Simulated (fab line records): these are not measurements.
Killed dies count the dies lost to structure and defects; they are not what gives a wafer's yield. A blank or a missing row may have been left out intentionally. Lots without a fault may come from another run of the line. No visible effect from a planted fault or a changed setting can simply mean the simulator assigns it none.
Chamber matching || flow n5_finfet || N5_BEOL_M5_CURE_79 on uv_cure-02: 3 sister chambers
The step cures SiCOH lowk, time 240 s. 18 wafers are shown with their chamber, then 9 later ones without.

## WAFERS PAIRED WITH THEIR CHAMBERS
{"wafer": "L077.1", "chamber": 0, "wafer_temp_C_max": 386.9, "lamp_power_pct (%)": 52.41}
{"wafer": "L077.5", "chamber": 0, "wafer_temp_C_max": 386.3, "lamp_power_pct (%)": 52.29}
{"wafer": "L077.6", "chamber": 0, "wafer_temp_C_max": 386.1, "lamp_power_pct (%)": 52.30}
{"wafer": "L078.1", "chamber": 2, "wafer_temp_C_max": 386.6, "lamp_power_pct (%)": 52.31}
{"wafer": "L078.3", "chamber": 2, "wafer_temp_C_max": 386.6, "lamp_power_pct (%)": 52.27}
{"wafer": "L078.6", "chamber": 2, "wafer_temp_C_max": 386.7, "lamp_power_pct (%)": 52.31}
{"wafer": "L080.3", "chamber": 1, "wafer_temp_C_max": 386.6, "lamp_power_pct (%)": 52.44}
{"wafer": "L080.4", "chamber": 1, "wafer_temp_C_max": 387.2, "lamp_power_pct (%)": 52.26}
{"wafer": "L080.5", "chamber": 1, "wafer_temp_C_max": 386.4, "lamp_power_pct (%)": 52.28}
{"wafer": "L082.1", "chamber": 0, "wafer_temp_C_max": 386.7, "lamp_power_pct (%)": 52.28}
{"wafer": "L082.2", "chamber": 0, "wafer_temp_C_max": 386.6, "lamp_power_pct (%)": 52.29}
{"wafer": "L082.5", "chamber": 0, "wafer_temp_C_max": 386.4, "lamp_power_pct (%)": 52.27}
{"wafer": "L084.2", "chamber": 2, "wafer_temp_C_max": 386.8, "lamp_power_pct (%)": 52.33}
{"wafer": "L084.4", "chamber": 2, "wafer_temp_C_max": 387.2, "lamp_power_pct (%)": 52.33}
{"wafer": "L084.6", "chamber": 2, "wafer_temp_C_max": 386.9, "lamp_power_pct (%)": 52.27}
{"wafer": "L087.1", "chamber": 0, "wafer_temp_C_max": 386.3, "lamp_power_pct (%)": 52.32}
{"wafer": "L087.2", "chamber": 0, "wafer_temp_C_max": 385.7, "lamp_power_pct (%)": 52.30}
{"wafer": "L087.3", "chamber": 0, "wafer_temp_C_max": 385.8, "lamp_power_pct (%)": 52.25}

SIGNATURES (averages over the wafers above)
{"reading": "wafer_temp_C_max", "chamber 0": 386.311, "chamber 1": 386.733, "chamber 2": 386.800, "scatter within a chamber": 0.354}
{"reading": "lamp_power_pct", "chamber 0": 52.3011, "chamber 1": 52.3267, "chamber 2": 52.3033, "scatter within a chamber": 0.0514}
Rule: a wafer's distance from a chamber is the root of the sum, over the readings, of the square of ((its reading less the chamber's mean) divided by the reading's scatter). The wafer belongs to the nearest chamber; if the next one is less than 2 further off, it can't be placed. The scatter: the root of (the sum of the squares of (reading less its chamber's mean) over the shown wafers, divided by (wafers less chambers)).

## WAFERS MISSING THEIR CHAMBER
{"wafer": "L089.1", "wafer_temp_C_max": 386.2, "lamp_power_pct (%)": 52.37}
{"wafer": "L089.2", "wafer_temp_C_max": 386.3, "lamp_power_pct (%)": 52.41}
{"wafer": "L089.3", "wafer_temp_C_max": 385.8, "lamp_power_pct (%)": 52.27}
{"wafer": "L086.3", "wafer_temp_C_max": 387.0, "lamp_power_pct (%)": 52.41}
{"wafer": "L086.4", "wafer_temp_C_max": 387.5, "lamp_power_pct (%)": 52.37}
{"wafer": "L086.6", "wafer_temp_C_max": 386.3, "lamp_power_pct (%)": 52.33}
{"wafer": "L096.1", "wafer_temp_C_max": 387.2, "lamp_power_pct (%)": 52.28}
{"wafer": "L096.3", "wafer_temp_C_max": 386.5, "lamp_power_pct (%)": 52.40}
{"wafer": "L096.5", "wafer_temp_C_max": 386.5, "lamp_power_pct (%)": 52.37}

## CHAMBER TAKEN BY EACH
{"wafer": "L089.1", "from the rows above": "can't be placed: 0 or 1 or 2", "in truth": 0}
{"wafer": "L089.2", "from the rows above": "can't be placed: 1 or 0 or 2", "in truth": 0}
{"wafer": "L089.3", "from the rows above": "can't be placed: 0 or 1 or 2", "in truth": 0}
{"wafer": "L086.3", "from the rows above": "can't be placed: 1 or 2 or 0", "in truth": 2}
{"wafer": "L086.4", "from the rows above": "can't be placed: 1 or 2 or 0", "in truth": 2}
{"wafer": "L086.6", "from the rows above": "can't be placed: 0 or 1 or 2", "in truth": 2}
{"wafer": "L096.1", "from the rows above": "can't be placed: 2 or 1 or 0", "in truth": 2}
{"wafer": "L096.3", "from the rows above": "can't be placed: 1 or 0 or 2", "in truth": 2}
{"wafer": "L096.5", "from the rows above": "can't be placed: 1 or 0 or 2", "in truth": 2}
Correct placement for 0 of the 9. Cannot be placed on the basis of these rows: 9; the candidates contain the true chamber in 9. 0 placed wrongly.
